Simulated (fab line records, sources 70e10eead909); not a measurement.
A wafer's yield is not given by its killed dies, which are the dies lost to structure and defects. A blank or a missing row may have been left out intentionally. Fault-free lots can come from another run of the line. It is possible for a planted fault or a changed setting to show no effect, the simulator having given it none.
A lot that was struck, set against a sound lot + flow nand harc + 39 steps out of a route of 1159
Sound: wafers L766.2, L766.4, L766.5. Wafers struck: L774.4, L774.5, L774.6. Last of all comes the cause.
Order at every step that has rows: each side's tool, ch and its chambers, its first start. Under that, the readings that differ: sound wafers + struck wafers + difference of the means + sigmas: that difference in standard deviations of wafers without a fault.
alike: readings with means less than 2 such deviations apart, plus words and numbers identical on both sides. not compared: withheld readings, readings lacking a value on some wafer, bounds such as >300 that could conceal the same value, and numbers that have no deviation in the record and whose values overlap.
Wherever a step has rows on one side only, a row that says differs or no value, or a row with sigmas, the two part there. When numbers do not overlap yet have no deviation, they are printed without sigmas and do not part them. Lack of a reading on every wafer of one side parts them only where that side has two or more wafers.

first, 4 steps without rows for these wafers: NHARC_A_STAIRCASE_HARDBAKE_185 (time 140 s); NHARC_A_STAIRCASE_DESCUM_186 (chemistry O2, time 3 s); NHARC_A_STAIRCASE_TRIM_187 (chemistry O2, time 211.2 s); NHARC_A_STAIRCASE_ETCH_188 (etches the open film in C4F8/O2, target depth 100 nm, time 40.5 s).
NHARC_A_STAIRCASE_TRIM_189: chemistry O2, time 211.2 s.
  sound on rie diel-06 ch 0,1,3, day 10 20:20; struck on rie diel-06 ch 0,3
  alike: drypump motor current A, oes product au, rf vpp V, showerhead plenum p Torr, throttle valve pct
  not compared: rf hours counter h
then, 1 step without rows for these wafers: NHARC_A_STAIRCASE_ETCH_190 (etches the open film in C4F8/O2, target depth 100 nm, time 40.5 s).
NHARC_A_STAIRCASE_TRIM_191: chemistry O2, time 211.2 s.
  sound on rie diel-06 ch 1,2; struck on rie diel-06 ch 0,3
  alike: drypump motor current A, oes product au, rf vpp V, showerhead plenum p Torr, throttle valve pct
  not compared: rf hours counter h
then, 3 steps without rows for these wafers: NHARC_A_STAIRCASE_ETCH_192 (etches the open film in C4F8/O2, target depth 100 nm, time 40.5 s); NHARC_A_STAIRCASE_TRIM_193 (chemistry O2, time 211.2 s); NHARC_A_STAIRCASE_ETCH_194 (etches the open film in C4F8/O2, target depth 100 nm, time 40.5 s).
NHARC_A_STAIRCASE_TRIM_196: chemistry O2, time 211.2 s.
  sound on rie diel-07 ch 0,1,3, day 10 21:17; struck on rie diel-06 ch 2,3, day 13 11:40
  alike: drypump motor current A, oes product au, rf vpp V, showerhead plenum p Torr, throttle valve pct
  not compared: rf hours counter h
then, 5 steps without rows for these wafers: NHARC_A_STAIRCASE_ETCH_197 (etches the open film in C4F8/O2, target depth 100 nm, time 40.5 s); NHARC_A_STAIRCASE_TRIM_198 (chemistry O2, time 211.2 s); NHARC_A_STAIRCASE_ETCH_199 (etches the open film in C4F8/O2, target depth 100 nm, time 40.5 s); NHARC_A_STAIRCASE_TRIM_200 (chemistry O2, time 211.2 s); NHARC_A_STAIRCASE_ETCH_201 (etches the open film in C4F8/O2, target depth 100 nm, time 40.5 s).
NHARC_A_STAIRCASE_TRIM_202: chemistry O2, time 211.2 s.
  sound on rie diel-07 ch 1,2,3; struck on rie diel-06 ch 0,1,3
  alike: drypump motor current A, oes product au, rf vpp V, showerhead plenum p Torr, throttle valve pct
  not compared: rf hours counter h
then, 18 steps without rows for these wafers: NHARC_A_STAIRCASE_ETCH_203 (etches the open film in C4F8/O2, target depth 100 nm, time 40.5 s); NHARC_A_STAIRCASE_STRIP_205 (strips in O2); NHARC_A_STAIRCASE_STRIP_206 (strips in SPM, time 900 s); NHARC_A_STAIRCASE_PRECLEAN_207 (cleans in SC1); NHARC_A_STAIRCASE_SRD_208; NHARC_A_STAIRCASE_DEHYDRATE_209 (time 120 s); NHARC_A_STAIRCASE_HMDS_210 (time 30 s); NHARC_A_STAIRCASE_COAT_211; NHARC_A_STAIRCASE_SOFTBAKE_212 (time 170 s); NHARC_A_STAIRCASE_EBR_213; NHARC_A_STAIRCASE_EXPOSE_214 (exposes mask STAIR 3); NHARC_A_STAIRCASE_PEB_215 (peb time 130 s); NHARC_A_STAIRCASE_DEVELOP_216 (time 140 s); NHARC_A_STAIRCASE_HARDBAKE_218 (time 140 s); NHARC_A_STAIRCASE_DESCUM_219 (chemistry O2, time 3 s); NHARC_A_STAIRCASE_TRIM_220 (chemistry O2, time 211.2 s); NHARC_A_STAIRCASE_ETCH_221 (etches the open film in C4F8/O2, target depth 100 nm, time 40.5 s); NHARC_A_STAIRCASE_TRIM_222 (chemistry O2, time 211.2 s).
NHARC_A_STAIRCASE_ETCH_223: etches the open film in C4F8/O2, target depth 100 nm, time 40.5 s.
  sound on rie diel-06 ch 1,2,3; struck on rie diel-07 ch 2,3
  alike: oes product au, rf vpp V
  not compared: rf hours counter h
NHARC_A_STAIRCASE_TRIM_224: chemistry O2, time 211.2 s.
  sound on rie diel-06 ch 0,1,3; struck on rie diel-07 ch 0,2,3
  alike: drypump motor current A, oes product au, rf vpp V, showerhead plenum p Torr, throttle valve pct
  not compared: rf hours counter h
then, 1 step without rows for these wafers: NHARC_A_STAIRCASE_ETCH_225 (etches the open film in C4F8/O2, target depth 100 nm, time 40.5 s).
-- record jumps: 9 days between struck wafers' starts before vs after; left off in module A_STAIRCASE, resumes in module END, first step shown is number 1159 of the route --
NHARC_END_SORT_01:
  sound on prober-02 ch 0, day 19 13:23; struck on prober-01 ch 0, day 22 00:11
| reading         | sound    | struck    | difference | sigmas |
|-----------------|----------|-----------|------------|--------|
| killed at array | 44 30 35 | 96 92 98  | +59        | +7     |
| killed dies     | 50 37 39 | 99 93 101 | +56        | +6     |
  alike: killed at other, killed at periphery, killed open, killed short

## WHERE THEY PART
NHARC_END_SORT_01 only, going by this record.

WHY: whatever the simulator had introduced
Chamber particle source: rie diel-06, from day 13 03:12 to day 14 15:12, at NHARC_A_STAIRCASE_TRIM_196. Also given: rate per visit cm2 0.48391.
